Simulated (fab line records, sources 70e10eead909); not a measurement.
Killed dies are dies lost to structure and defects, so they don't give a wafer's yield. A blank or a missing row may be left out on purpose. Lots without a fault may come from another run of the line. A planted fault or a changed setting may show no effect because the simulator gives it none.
Which tool did it? | flow nand_harc | 15 lots, 45 wafers sampled, at 1 step of a route of 1302

WHAT THE GAUGES READ, wafer by wafer
NHARC_A_CHANNEL_HOLE_D2_OVL_MEAS_11. Usual: overlay_x_nm 0.0 nm, standard deviation 1; overlay_y_nm 0.0 nm, standard deviation 0.6.
lot  | measured     | on         | overlay_x_nm (nm) | overlay_y_nm (nm) | flag
L138 | day 13 06:34 | overlay-01 | 0.4 0.0 0.4       | -0.2 0.1 -0.2     |
L139 | day 14 04:12 | overlay-02 | 1.0 0.1 0.9       | 0.2 1.0 0.1       |
L143 | day 14 18:00 | overlay-02 | -0.2 -0.4 0.5     | -0.3 0.1 -0.3     |
L144 | day 15 17:07 | overlay-02 | -0.8 -0.6 -0.8    | -0.7 -0.3 -1.2    |
L146 | day 16 08:24 | overlay-01 | -1.9 -2.3 -2.0    | -0.1 -0.4 -0.8    |
L145 | day 16 17:14 | overlay-01 | 1.3 1.6 0.9       | -1.4 -1.4 -1.4    |
L147 | day 16 18:09 | overlay-01 | 1.0 0.5 1.0       | 0.5 0.4 -0.4      |
L148 | day 17 11:13 | overlay-02 | 0.5 1.0 1.3       | 0.5 0.8 0.5       |
L149 | day 18 03:32 | overlay-02 | -0.8 -0.2 -0.5    | 0.6 0.0 0.5       |
L151 | day 18 14:43 | overlay-01 | -1.9 -1.1 -1.6    | 0.6 0.4 0.3       |
L153 | day 19 08:01 | overlay-01 | -0.2 -0.2 -0.1    | -0.4 -0.2 -0.8    |
L152 | day 19 10:02 | overlay-01 | -0.6 -0.9 -0.7    | 0.7 0.9 1.3       |
L158 | day 21 10:20 | overlay-01 | -1.1 -0.9 -0.2    | 0.2 -0.1 0.4      |
L160 | day 22 16:22 | overlay-01 | 0.8 0.8 0.7       | -0.6 -0.9 -0.1    |
L161 | day 23 04:07 | overlay-02 | 0.1 0.1 -0.1      | 0.1 0.1 0.7       |

WHICH TOOL RAN EACH LOT (tool, then ch and the chambers of the sampled wafers, then the start)
The record holds no process step before these readings.

WHAT THE TOOLS THEMSELVES READ (means of the sampled wafers that have a number; where no wafer has one, the mark that the record gives instead)
The record holds no such reading with a usual standard deviation.

THE ANSWER, worked out from the rows above alone
Rule: a lot is off if the mean of its wafers that have a number lies more than 3 standard deviations from the usual mean. A lot without any number at a reading at which 4 lots or more have one is off too. The other lots that the step has rows for count as sound. The gauges are gone through in route order, then the tools' own readings, and for those a lot's mean is taken as printed above. The first step at which some lot is off is used, and at that step the reading that is off furthest; a lot without a number counts as furthest.
No lot is off at any reading shown: from this, nothing can be told.

WHAT THE SIMULATOR HAD PUT IN
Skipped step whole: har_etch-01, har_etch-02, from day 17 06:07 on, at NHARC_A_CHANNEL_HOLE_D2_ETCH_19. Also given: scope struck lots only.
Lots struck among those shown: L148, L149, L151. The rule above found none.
